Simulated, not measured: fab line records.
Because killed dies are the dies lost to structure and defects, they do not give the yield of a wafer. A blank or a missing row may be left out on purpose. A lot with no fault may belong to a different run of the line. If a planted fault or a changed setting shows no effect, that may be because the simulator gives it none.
fab line records	flow n5-finfet
record: lots: 7	wafers: 39
route steps=1938 shown BEOL_M11@1552 BEOL_M12@1602 BEOL_M15@1809 TV_OPEN@1890
start-h: hours from the record's opening day to when the first of the lot's shown wafers began	wait-h: hours since the lot's step before	" as in the row above	L1.1+2: one row covering several wafers at once	- no value present, or no start provided	* or withheld: withheld	< > ~ a bound
route shown NAME@n: names a module that has steps shown in the file, with the first one's number in the route	usual: average and standard deviation across the fault-free wafers	same: alike in all rows	chamber/n: place in a boat	sites: the reading at each site	_std_site: the values' standard deviation	_edge_site: outer sites' mean less inner sites'	radius-mm: how far each site lies from the wafer's centre	mask NAME#n: copy n	behind: the last tool/chamber to shape the wafer	hold: why the lot went on hold/how many hours it stayed there/how the hold came to an end	device: whichever transistor did not switch (one of n, p or np)	end of line: tests run on the same wafers once the route is complete	step lacking rows: just its recipe	killed: not the wafer's yield, but the dies lost to structure and defects at the first sort	map: per-die view of a wafer (x killed, . not killed, _ where there is no die)
set.NAME: the setting the step ran with; set.NAME@STEP: the setting that earlier step ran with	model.NAME: the simulator's own value behind a step, which no gauge read
lots where settings were altered on purpose, with a table for each step and a row for each wafer
== steps ==
step: N5_BEOL_M11_DESCUM_16
recipe: chemistry: O2	time-s: 7.9	source-power-w: 50	bias-power-w: 20	pressure-mtorr: 20	rf-frequency-hz: 2.712e+07	temp-c: 40	resist: CAR-ArF	o2-flow-sccm: 225
lot.wafer	tool	chamber	start-h	wait-h	set.time-s	model.CAR-ArF_of_BEOL_M11_COAT_05.thk-nm
L074.1+2+3	rie-diel-04	0,2,3	227.80	0.2	7.9	83.2
L074.4	"	1	"	"	10.26	81.8
L074.5	"	3	"	"	10.26	81.6
L074.6	"	2	"	"	10.26	81.4
L084.1+3	rie-diel-05	1,0	288.17	0.8	9.832	83
L084.2	"	2	"	"	9.832	82.8
L084.4+5+6	"	2,1,0	"	"	7.9	84
L083.1	rie-diel-05	0	295.70	0.0	7.9	83
L083.2+4	"	1	"	"	7.9	83.2
L083.3	"	2	"	"	12.34	80.2
L083.5+6	"	0,2	"	"	12.34	80.6
L085.1+4+5	rie-diel-03	3,3,0	304.75	0.4	7.9	83
L085.2+3+6	"	0,1,1	"	"	7.9	83.2
L087.1+2+6	rie-diel-05	3,0,1	320.38	0.1	7.9	83.4
L087.3+4+5	"	2,1,2	"	"	3.39	86.2
L090.2	rie-diel-05	3	325.52	0.0	7.9	83.2
L090.3	"	2	"	"	7.9	83.8
L090.5	"	0	"	"	7.9	83.4
L094.1	rie-diel-03	1	360.93	0.0	7.9	83
L094.2+4	"	2,3	"	"	7.9	83.2
L094.3+6	"	0,2	"	"	4.621	85.2
L094.5	"	3	"	"	4.621	84.8
step: N5_BEOL_M12_ILD_DEP_00
recipe: material: SiOC	target-thk-a: 6589.2	temp-c: 350	precursor: DEMS/O2	pressure-torr: 5	rf-w: 500	time-s: 130.7
lot.wafer	tool	chamber	start-h	wait-h	set.target-thk-a	model.SiOC_of_BEOL_M12_ILD_DEP_00.thk-nm
L074.1	pecvd-01	0	232.09	0.0	3285	326.2
L074.2	"	1	"	"	6589.2	649.2
L074.3	"	2	"	"	3285	321.6
L074.4	"	2	"	"	6589.2	665.8
L074.5	"	1	"	"	6589.2	652.6
L074.6	"	0	"	"	3285	328
L084.1	pecvd-04	0	293.85	0.0	6589.2	656.4
L084.2	"	2	"	"	6589.2	650.8
L084.3	"	1	"	"	6589.2	648.6
L084.4	"	2	"	"	6589.2	660.4
L084.5	"	0	"	"	6589.2	664.8
L084.6	"	1	"	"	6589.2	654.4
L083.1	pecvd-04	2	301.72	0.0	6589.2	658.2
L083.2	"	0	"	"	4708	475
L083.3	"	1	"	"	6589.2	635.8
L083.4	"	2	"	"	6589.2	658
L083.5	"	1	"	"	4708	462.6
L083.6	"	0	"	"	4708	477.4
L085.1	pecvd-04	0	308.91	0.0	2991	309.2
L085.2	"	2	"	"	6589.2	646.8
L085.3	"	1	"	"	2991	297.6
L085.4	"	0	"	"	2991	316.4
L085.5	"	1	"	"	6589.2	665.8
L085.6	"	2	"	"	6589.2	668
L087.1+5	pecvd-03	2,1	328.51	0.0	3346	328.6
L087.2	"	1	"	"	6589.2	637
L087.3	"	0	"	"	6589.2	641.6
L087.4	"	0	"	"	3346	324
L087.6	"	2	"	"	6589.2	661.2
L090.2	pecvd-03	2	330.59	0.0	6589.2	652.6
L090.3	"	0	"	"	6589.2	643.4
L090.5	"	2	"	"	6589.2	655.8
L094.1	pecvd-04	1	365.36	0.0	6589.2	653.6
L094.2	"	0	"	"	6589.2	663.4
L094.3	"	2	"	"	6589.2	652.4
L094.4	"	2	"	"	6589.2	661.6
L094.5	"	0	"	"	6589.2	676.8
L094.6	"	1	"	"	6589.2	661.2
step: N5_BEOL_M12_THK_MEAS_01
recipe: reads: SiOC_of_BEOL_M12_ILD_DEP_00
usual: M12_ILD_THK: 658/8.1
lot.wafer	tool	chamber	start-h	wait-h	set.target-thk-a@BEOL_M12_ILD_DEP_00	M12_ILD_THK[nm]
L074.1	film-metro-01	-	232.22	0.1	3285	326
L074.2	"	-	"	"	6589.2	649
L074.3	"	-	"	"	3285	321
L074.4	"	-	"	"	6589.2	666
L074.5	"	-	"	"	6589.2	653
L074.6	"	-	"	"	3285	328
L084.1	film-metro-02	-	293.98	0.1	6589.2	656
L084.2	"	-	"	"	6589.2	651
L084.3	"	-	"	"	6589.2	649
L084.4	"	-	"	"	6589.2	660
L084.5	"	-	"	"	6589.2	664
L084.6	"	-	"	"	6589.2	654
L083.1	film-metro-01	-	301.85	0.1	6589.2	658
L083.2	"	-	"	"	4708	474
L083.3	"	-	"	"	6589.2	636
L083.4	"	-	"	"	6589.2	658
L083.5	"	-	"	"	4708	463
L083.6	"	-	"	"	4708	477
L085.1	film-metro-01	-	309.04	0.1	2991	309
L085.2	"	-	"	"	6589.2	647
L085.3	"	-	"	"	2991	297
L085.4	"	-	"	"	2991	316
L085.5	"	-	"	"	6589.2	666
L085.6	"	-	"	"	6589.2	668
L087.1	film-metro-02	-	328.64	0.1	3346	329
L087.2	"	-	"	"	6589.2	637
L087.3	"	-	"	"	6589.2	642
L087.4	"	-	"	"	3346	324
L087.5	"	-	"	"	3346	329
L087.6	"	-	"	"	6589.2	661
L090.2	film-metro-02	-	330.72	0.1	6589.2	653
L090.3	"	-	"	"	6589.2	643
L090.5	"	-	"	"	6589.2	655
L094.1	film-metro-01	-	365.49	0.1	6589.2	654
L094.2	"	-	"	"	6589.2	664
L094.3	"	-	"	"	6589.2	652
L094.4	"	-	"	"	6589.2	661
L094.5	"	-	"	"	6589.2	677
L094.6	"	-	"	"	6589.2	661
step: N5_BEOL_M12_COAT_58
recipe: resist: BARC	temp-c: 205	time-s: 60	spin-rpm: 1500	resist-thk-nm: 89
step: N5_BEOL_M12_COAT_04
recipe: spin-rpm: 1625	resist-thk-nm: 400
step: N5_BEOL_M12_DESCUM_15
recipe: chemistry: O2	time-s: 7.9	source-power-w: 50	bias-power-w: 20	pressure-mtorr: 20	rf-frequency-hz: 2.712e+07	temp-c: 40	o2-flow-sccm: 225
step: N5_BEOL_M12_ETCH_59
recipe: chemistry: N2/H2	target: BARC	target-depth-a: 890	overetch-a: 267	time-s: 67.9	ion-energy-ev: 200	pressure-mtorr: 30	source-w: 840	bias-w: 150	n2-flow-sccm: 200	h2-flow-sccm: 200
step: N5_BEOL_M12_VIA_ETCH_16
recipe: chemistry: C4F8/O2/Ar	target: SiOC	pressure-mtorr: 30	source-w: 3000	bias-w: 700	Ar_flow_sccm: 400	C4F8_flow_sccm: 15	O2_flow_sccm: 8	he-inner-torr: 15	he-outer-torr: 30	target-depth-a: 7248	time-s: withheld	ion-energy-ev: 250	ends: cleared
lot.wafer	tool	chamber	start-h	wait-h	set.target-thk-a@BEOL_M12_ILD_DEP_00	model.etch.depth-nm	model.coat_of_BEOL_M12_COAT_04.thk-nm
L074.1	rie-diel-06	0	232.70	0.0	3285	326.2	218.8
L074.2	"	2	"	"	6589.2	649.2	123.2
L074.3	"	1	"	"	3285	321.6	221.8
L074.4	"	3	"	"	6589.2	665.8	121.4
L074.5	"	1	"	"	6589.2	652.6	123.4
L074.6	"	0	"	"	3285	328	216.8
L084.1	rie-diel-02	3	294.46	0.0	6589.2	656.3	122.8
L084.2	"	0	"	"	6589.2	650.8	122.8
L084.3	"	1	"	"	6589.2	648.6	124.2
L084.4	"	2	"	"	6589.2	660.3	120.6
L084.5	"	0	"	"	6589.2	664.7	120
L084.6	"	3	"	"	6589.2	654.4	123.2
L083.1	rie-diel-01	1	302.46	0.0	6589.2	658.2	125.4
L083.2	"	0	"	"	4708	475.1	176
L083.3	"	3	"	"	6589.2	635.7	128.6
L083.4	"	2	"	"	6589.2	657.9	121.6
L083.5	"	0	"	"	4708	462.7	178.6
L083.6	"	3	"	"	4708	477.5	175.6
L085.1	rie-diel-02	0	309.64	0.0	2991	309.2	227
L085.2	"	3	"	"	6589.2	646.8	128.6
L085.3	"	2	"	"	2991	297.6	230.2
L085.4	"	0	"	"	2991	316.3	225.2
L085.5	"	3	"	"	6589.2	665.8	122
L085.6	"	2	"	"	6589.2	668.1	122
L087.1	rie-diel-02	1	329.12	0.0	3346	328.7	222
L087.2	"	2	"	"	6589.2	637	129.2
L087.3	"	0	"	"	6589.2	641.7	128
L087.4	"	3	"	"	3346	323.9	223.8
L087.5	"	3	"	"	3346	328.5	223
L087.6	"	0	"	"	6589.2	661.2	122.8
L090.2	rie-diel-01	0	331.32	0.0	6589.2	652.5	125.6
L090.3	"	3	"	"	6589.2	643.4	127
L090.5	"	0	"	"	6589.2	655.8	124
L094.1	rie-diel-02	3	366.09	0.0	6589.2	653.6	127.4
L094.2	"	0	"	"	6589.2	663.5	123.6
L094.3	"	2	"	"	6589.2	652.4	126.4
L094.4	"	1	"	"	6589.2	661.6	123.4
L094.5	"	0	"	"	6589.2	676.8	120.2
L094.6	"	3	"	"	6589.2	661.1	125
step: N5_BEOL_M12_STRIP_63
recipe: chemistry: N2/H2	power-w: 1000	temp-c: 250	h2-frac: 0.65	overash-fraction: 0.3	pressure-mtorr: 1000	n2-flow-sccm: 1750	h2-flow-sccm: 3250
usual: oes-product-au: 0.693/0.0044	strip-time-to-endpoint-s: 42.8/0.76
lot.wafer	tool	chamber	start-h	wait-h	set.target-thk-a@BEOL_M12_ILD_DEP_00	oes-product-au	strip-time-to-endpoint-s
L074.1	plasma-asher-01	0	232.90	-	3285	0.824	67.5
L074.2	"	1	"	"	6589.2	0.696	42.6
L074.3	"	0	"	"	3285	0.838	68.2
L074.4	"	1	"	"	6589.2	0.697	42.1
L074.5	"	1	"	"	6589.2	0.688	42.6
L074.6	"	0	"	"	3285	0.824	66.9
L084.1	plasma-asher-02	1	294.66	-	6589.2	0.698	42.4
L084.2	"	0	"	"	6589.2	0.692	42.4
L084.3	"	1	"	"	6589.2	0.699	42.8
L084.4	"	0	"	"	6589.2	0.688	41.8
L084.5	"	0	"	"	6589.2	0.691	41.7
L084.6	"	1	"	"	6589.2	0.692	42.5
L083.1	plasma-asher-02	1	302.66	-	6589.2	0.692	43.1
L083.2	"	0	"	"	4708	0.712	56.5
L083.3	"	1	"	"	6589.2	0.690	44.0
L083.4	"	0	"	"	6589.2	0.688	42.1
L083.5	"	1	"	"	4708	0.728	57.1
L083.6	"	0	"	"	4708	0.713	56.4
L085.1	plasma-asher-02	1	309.84	-	2991	0.841	69.5
L085.2	"	0	"	"	6589.2	0.689	44.0
L085.3	"	0	"	"	2991	0.854	70.4
L085.4	"	1	"	"	2991	0.838	69.1
L085.5	"	0	"	"	6589.2	0.695	42.2
L085.6	"	1	"	"	6589.2	0.686	42.2
L087.1	plasma-asher-01	0	329.32	-	3346	0.837	68.3
L087.2	"	1	"	"	6589.2	0.693	44.1
L087.3	"	1	"	"	6589.2	0.694	43.8
L087.4	"	0	"	"	3346	0.833	68.7
L087.5	"	1	"	"	3346	0.832	68.5
L087.6	"	0	"	"	6589.2	0.693	42.4
L090.2	plasma-asher-02	0	331.52	-	6589.2	0.695	43.2
L090.3	"	0	"	"	6589.2	0.701	43.6
L090.5	"	0	"	"	6589.2	0.691	42.8
L094.1	plasma-asher-01	0	366.30	-	6589.2	0.700	43.7
L094.2	"	1	"	"	6589.2	0.693	42.6
L094.3	"	0	"	"	6589.2	0.695	43.4
L094.4	"	1	"	"	6589.2	0.694	42.6
L094.5	"	0	"	"	6589.2	0.687	41.7
L094.6	"	1	"	"	6589.2	0.691	43.0
step: N5_BEOL_M15_TRENCH_ETCH_34
recipe: chemistry: C4F8/O2/Ar	target: SiO2	target-depth-a: 8729.3	he-inner-torr: 15	he-outer-torr: 30	time-s: 199	ion-energy-ev: 800	pressure-mtorr: 20	source-w: 1905	bias-w: 2040	Ar_flow_sccm: 400	C4F8_flow_sccm: 16	O2_flow_sccm: 12
lot.wafer	tool	chamber	start-h	wait-h	set.time-s	model.etch.depth-nm	model.coat_of_BEOL_M15_COAT_22.thk-nm
L074.1	rie-diel-04	2	252.71	0.0	114.5	501.4	621
L074.2	"	3	"	"	199	872.3	539
L074.3	"	1	"	"	114.5	512.4	615
L074.4	"	0	"	"	199	879.5	544.2
L074.5	"	1	"	"	114.5	514.7	611.8
L074.6	"	0	"	"	199	890.7	539.6
L084.1	rie-diel-05	2	315.44	0.0	267.9	1171	483.4
L084.2	"	3	"	"	199	882.9	543.8
L084.3	"	1	"	"	267.9	1180	484.4
L084.4	"	0	"	"	199	869.7	545.8
L084.5	"	3	"	"	199	893.2	539.2
L084.6	"	2	"	"	267.9	1150	484.2
L083.1	rie-diel-05	3	318.15	0.0	199	903.5	536
L083.2	"	0	"	"	299.5	1330	452.2
L083.3	"	2	"	"	299.5	1309	452.4
L083.4	"	1	"	"	199	887.1	541.6
L083.5	"	1	"	"	299.5	1330	450.4
L083.6	"	2	"	"	199	868.8	542.2
L085.1	rie-diel-05	1	330.33	0.0	199	872.8	540.8
L085.2	"	3	"	"	199	888.1	535.4
L085.3	"	2	"	"	259.7	1126	488.4
L085.4	"	0	"	"	259.7	1138	491.8
L085.5	"	2	"	"	259.7	1128	488.2
L085.6	"	1	"	"	199	877.3	541
L087.1	rie-diel-04	0	350.53	0.0	244.7	1081	507.8
L087.2	"	2	"	"	199	870.1	547.4
L087.3	"	1	"	"	244.7	1102	502.6
L087.4	"	3	"	"	199	872.7	541.8
L087.5	"	2	"	"	199	867	548.2
L087.6	"	3	"	"	244.7	1069	502.2
L090.2	rie-diel-05	2	351.21	0.0	199	859.7	548.4
L090.3	"	3	"	"	199	885.6	543
L090.5	"	2	"	"	199	857	545.8
L094.1	rie-diel-03	0	386.22	0.0	199	844	547.6
L094.2	"	1	"	"	135.9	598.2	591.6
L094.3	"	2	"	"	135.9	581.4	601.8
L094.4	"	3	"	"	199	880.8	536.8
L094.5	"	1	"	"	199	870.6	540.2
L094.6	"	2	"	"	135.9	582.5	601.2
step: N5_BEOL_M15_STRIP_36
recipe: chemistry: O2	power-w: 600	temp-c: 60	pressure-mtorr: 30	rf-frequency-hz: 6e+07	bias-power-w: 0	overash-fraction: 0.3	o2-flow-sccm: 225
step: N5_BEOL_M15_ECD_47
recipe: material: Cu	target-thk-a: 18600
step: N5_BEOL_M15_ANNEAL_48
recipe: temp-c: 225	time-s: 90	ambient: N2
step: N5_BEOL_M15_CMP_49
recipe: stop-on: SiO2	t-overpolish-s: 4.9	down-force-psi: 2	platen-rpm: 80	clearing-platen-down-force-psi: 2	clearing-platen-rpm: 80	post-cmp-clean: cu-alkaline	target-thk-nm: 850	clearing-platen-pad-velocity-m-s: 1.5917	pad-velocity-m-s: 1.5917
lot.wafer	tool	chamber	start-h	wait-h	set.time-s@BEOL_M15_TRENCH_ETCH_34	model.Cu_of_BEOL_M15_ECD_47.thk-nm
L074.1	cmp-04	0	256.84	0.3	114.5	478.8
L074.3	"	1	"	"	114.5	488.6
L074.2	"	2	"	"	199	848
L074.4	"	3	"	"	199	856.4
L074.5	"	0	"	"	114.5	492.6
L074.6	"	1	"	"	199	868.2
L084.4	cmp-04	0	320.96	0.1	199	844.6
L084.2	"	1	"	"	199	858.4
L084.3	"	2	"	"	267.9	1155
L084.1	"	3	"	"	267.9	1146
L084.6	"	0	"	"	267.9	1126
L084.5	"	1	"	"	199	869.8
L083.2	cmp-04	0	322.63	0.2	299.5	1305
L083.3	"	1	"	"	299.5	1286
L083.4	"	2	"	"	199	862.4
L083.1	"	3	"	"	199	880
L083.6	"	0	"	"	199	845.4
L083.5	"	1	"	"	299.5	1306
L085.3	cmp-03	2	344.86	0.2	259.7	1101
L085.2	"	3	"	"	199	866.4
L085.1	"	0	"	"	199	847
L085.4	"	1	"	"	259.7	1115
L085.6	"	2	"	"	199	853.4
L085.5	"	3	"	"	259.7	1106
L087.3	cmp-04	0	358.52	0.2	244.7	1079
L087.4	"	1	"	"	199	848.8
L087.2	"	2	"	"	199	845.8
L087.1	"	3	"	"	244.7	1058
L087.6	"	0	"	"	244.7	1045
L087.5	"	1	"	"	199	843.6
L090.3	cmp-04	0	358.86	0.2	199	860.2
L090.2	"	1	"	"	199	836
L090.5	"	2	"	"	199	830.2
L094.2	cmp-02	3	389.21	0.2	135.9	577.4
L094.4	"	0	"	"	199	860.2
L094.1	"	1	"	"	199	822.6
L094.3	"	2	"	"	135.9	559.6
L094.5	"	3	"	"	199	849.4
L094.6	"	0	"	"	135.9	562.2
step: N5_BEOL_M15_THK_MEAS_50
recipe: thk-meas-gauge: xrf	reads: Cu_of_BEOL_M15_ECD_47
usual: M15_THK: 849/15
lot.wafer	tool	chamber	start-h	wait-h	set.time-s@BEOL_M15_TRENCH_ETCH_34	M15_THK[nm]
L074.1	film-metro-02	-	257.14	-	114.5	478
L074.2	"	-	"	"	199	847
L074.3	"	-	"	"	114.5	-
L074.4	"	-	"	"	199	855
L074.5	"	-	"	"	114.5	492
L074.6	"	-	"	"	199	868
L084.1	film-metro-02	-	321.25	-	267.9	1135
L084.2	"	-	"	"	199	851
L084.3	"	-	"	"	267.9	1146
L084.4	"	-	"	"	199	839
L084.5	"	-	"	"	199	860
L084.6	"	-	"	"	267.9	1109
L083.1	film-metro-01	-	322.92	-	199	876
L083.2	"	-	"	"	299.5	1302
L083.3	"	-	"	"	299.5	1277
L083.4	"	-	"	"	199	857
L083.5	"	-	"	"	299.5	1297
L083.6	"	-	"	"	199	843
L085.1	film-metro-01	-	345.15	-	199	833
L085.2	"	-	"	"	199	852
L085.3	"	-	"	"	259.7	1086
L085.4	"	-	"	"	259.7	1095
L085.5	"	-	"	"	259.7	1093
L085.6	"	-	"	"	199	840
L087.1	film-metro-02	-	358.81	-	244.7	-
L087.2	"	-	"	"	199	-
L087.3	"	-	"	"	244.7	1078
L087.4	"	-	"	"	199	844
L087.5	"	-	"	"	199	-
L087.6	"	-	"	"	244.7	1041
L090.2	film-metro-02	-	359.08	-	199	840
L090.3	"	-	"	"	199	863
L090.5	"	-	"	"	199	830
L094.1	film-metro-01	-	389.50	-	199	808
L094.2	"	-	"	"	135.9	566
L094.3	"	-	"	"	135.9	545
L094.4	"	-	"	"	199	839
L094.5	"	-	"	"	199	832
L094.6	"	-	"	"	135.9	549
step: N5_BEOL_M15_PRE_CLEAN_52
recipe: gas: NH3	time-s: 15	temp-c: withheld	rf-power-w: 300
step: N5_BEOL_M15_DEP_53
recipe: material: SiCN	target-thk-a: 500	temp-c: withheld	precursor: 3MS/NH3	pressure-torr: 3	rf-w: 675	time-s: 17.8
step: N5_BEOL_M15_RS_MEAS_54
recipe: thk-meas-gauge: four-point-probe	reads: Cu_of_BEOL_M15_ECD_47+Ta_of_BEOL_M15_SPUTTER_44+TaN_of_BEOL_M15_SPUTTER_43
usual: M15_RS: 0.0215/0.00036
lot.wafer	tool	chamber	start-h	wait-h	set.time-s@BEOL_M15_TRENCH_ETCH_34	M15_RS[ohm/sq]
L074.1	film-metro-01	-	257.27	0.0	114.5	0.0387
L074.2	"	-	"	"	199	0.0216
L074.3	"	-	"	"	114.5	-
L074.4	"	-	"	"	199	0.0214
L074.5	"	-	"	"	114.5	0.0376
L074.6	"	-	"	"	199	0.0211
L084.1	film-metro-01	-	321.38	0.0	267.9	0.0159
L084.2	"	-	"	"	199	0.0213
L084.3	"	-	"	"	267.9	0.0158
L084.4	"	-	"	"	199	0.0216
L084.5	"	-	"	"	199	0.0211
L084.6	"	-	"	"	267.9	0.0162
L083.1	film-metro-02	-	323.05	0.0	199	0.0209
L083.2	"	-	"	"	299.5	0.0140
L083.3	"	-	"	"	299.5	0.0142
L083.4	"	-	"	"	199	0.0213
L083.5	"	-	"	"	299.5	0.0140
L083.6	"	-	"	"	199	0.0217
L085.1	film-metro-01	-	345.28	0.0	199	0.0216
L085.2	"	-	"	"	199	0.0211
L085.3	"	-	"	"	259.7	0.0166
L085.4	"	-	"	"	259.7	0.0164
L085.5	"	-	"	"	259.7	0.0165
L085.6	"	-	"	"	199	0.0214
L087.1	film-metro-02	-	358.97	0.1	244.7	-
L087.2	"	-	"	"	199	-
L087.3	"	-	"	"	244.7	0.0169
L087.4	"	-	"	"	199	0.0216
L087.5	"	-	"	"	199	-
L087.6	"	-	"	"	244.7	0.0175
L090.2	film-metro-02	-	359.24	0.1	199	0.0220
L090.3	"	-	"	"	199	0.0213
L090.5	"	-	"	"	199	0.0221
L094.1	film-metro-01	-	389.63	0.0	199	0.0222
L094.2	"	-	"	"	135.9	0.0319
L094.3	"	-	"	"	135.9	0.0330
L094.4	"	-	"	"	199	0.0213
L094.5	"	-	"	"	199	0.0215
L094.6	"	-	"	"	135.9	0.0329
step: N5_PASSIVATION_ETCH_15
recipe: chemistry: CF4/N2	target: SiCN	target-depth-a: 750	taper-deg: 2	time-s: 81.2	ion-energy-ev: 150	mask-material: SiNx	pressure-mtorr: 40	source-w: 430	bias-w: 70	Ar_flow_sccm: 100	cf4-flow-sccm: 60	n2-flow-sccm: 60
lot.wafer	tool	chamber	start-h	wait-h	set.target-depth-a	model.etch.depth-nm
L074.1	rie-diel-04	3	-	-	489.6	42.59
L074.2	"	1	"	"	489.6	43.61
L074.3	"	0	"	"	750	67.59
L074.4	"	2	"	"	489.6	43.21
L074.5	"	0	"	"	750	66.85
L074.6	"	3	"	"	750	64.97
L084.1	rie-diel-03	1	-	-	915.8	80.92
L084.2	"	0	"	"	750	62.88
L084.3	"	2	"	"	915.8	76.93
L084.4	"	3	"	"	750	65.24
L084.5	"	3	"	"	915.8	79.7
L084.6	"	2	"	"	750	62.84
L083.1	rie-diel-04	0	-	-	750	67.35
L083.2	"	3	"	"	750	64.71
L083.3	"	2	"	"	750	65.97
L083.4	"	1	"	"	750	66.44
L083.5	"	3	"	"	750	64.24
L083.6	"	0	"	"	750	67.18
L085.1	rie-diel-05	3	-	-	750	66.62
L085.2	"	1	"	"	750	64.92
L085.3	"	0	"	"	750	64.8
L085.4	"	2	"	"	750	64.16
L085.5	"	2	"	"	750	63.74
L085.6	"	1	"	"	750	65.18
L087.1	rie-diel-03	0	-	-	750	62.39
L087.2	"	1	"	"	351.6	31.26
L087.3	"	2	"	"	750	62.8
L087.4	"	3	"	"	750	65.84
L087.5	"	0	"	"	351.6	29.4
L087.6	"	1	"	"	351.6	30.84
L090.2	rie-diel-04	3	-	-	750	64.93
L090.3	"	0	"	"	750	66.59
L090.5	"	0	"	"	750	67.08
L094.1	rie-diel-04	1	-	-	873.3	76.9
L094.2	"	2	"	"	750	65.54
L094.3	"	0	"	"	873.3	77.99
L094.4	"	3	"	"	750	63.53
L094.5	"	3	"	"	873.3	74.96
L094.6	"	0	"	"	750	66.57
== key ==
split: step: N5_BEOL_M11_DESCUM_16	setting: time-s	stated: 7.9	by: wafer
response: step: N5_BEOL_M11_DESCUM_16	reading: model.CAR-ArF_of_BEOL_M11_COAT_05.thk-nm	change: -0.0482	per: 1%	r: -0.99
split: step: N5_BEOL_M12_ILD_DEP_00	setting: target-thk-a	stated: 6589.2	by: wafer
response: step: N5_BEOL_M12_ILD_DEP_00	reading: model.SiOC_of_BEOL_M12_ILD_DEP_00.thk-nm	change: +6.49	per: 1%	r: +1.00
response: step: N5_BEOL_M12_THK_MEAS_01	reading: M12_ILD_THK	change: +6.49	per: 1%	r: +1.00
response: step: N5_BEOL_M12_VIA_ETCH_16	reading: model.etch.depth-nm	change: +6.49	per: 1%	r: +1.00
response: step: N5_BEOL_M12_VIA_ETCH_16	reading: model.coat_of_BEOL_M12_COAT_04.thk-nm	change: -1.91	per: 1%	r: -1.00
response: step: N5_BEOL_M12_STRIP_63	reading: oes-product-au	change: -0.00262	per: 1%	r: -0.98
response: step: N5_BEOL_M12_STRIP_63	reading: strip-time-to-endpoint-s	change: *	per: 1%	r: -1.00
split: step: N5_BEOL_M15_TRENCH_ETCH_34	setting: time-s	stated: 199	by: wafer
response: step: N5_BEOL_M15_TRENCH_ETCH_34	reading: model.etch.depth-nm	change: +8.62	per: 1%	r: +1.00
response: step: N5_BEOL_M15_TRENCH_ETCH_34	reading: model.coat_of_BEOL_M15_COAT_22.thk-nm	change: -1.74	per: 1%	r: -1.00
response: step: N5_BEOL_M15_CMP_49	reading: model.Cu_of_BEOL_M15_ECD_47.thk-nm	change: +8.62	per: 1%	r: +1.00
response: step: N5_BEOL_M15_THK_MEAS_50	reading: M15_THK	change: +8.52	per: 1%	r: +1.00
response: step: N5_BEOL_M15_RS_MEAS_54	reading: M15_RS	shape: bent	at-lowest: 0.0381	at-stated: 0.0215	at-highest: 0.0141
split: step: N5_PASSIVATION_ETCH_15	setting: target-depth-a	stated: 750	by: wafer
response: step: N5_PASSIVATION_ETCH_15	reading: model.etch.depth-nm	change: +0.648	per: 1%	r: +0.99
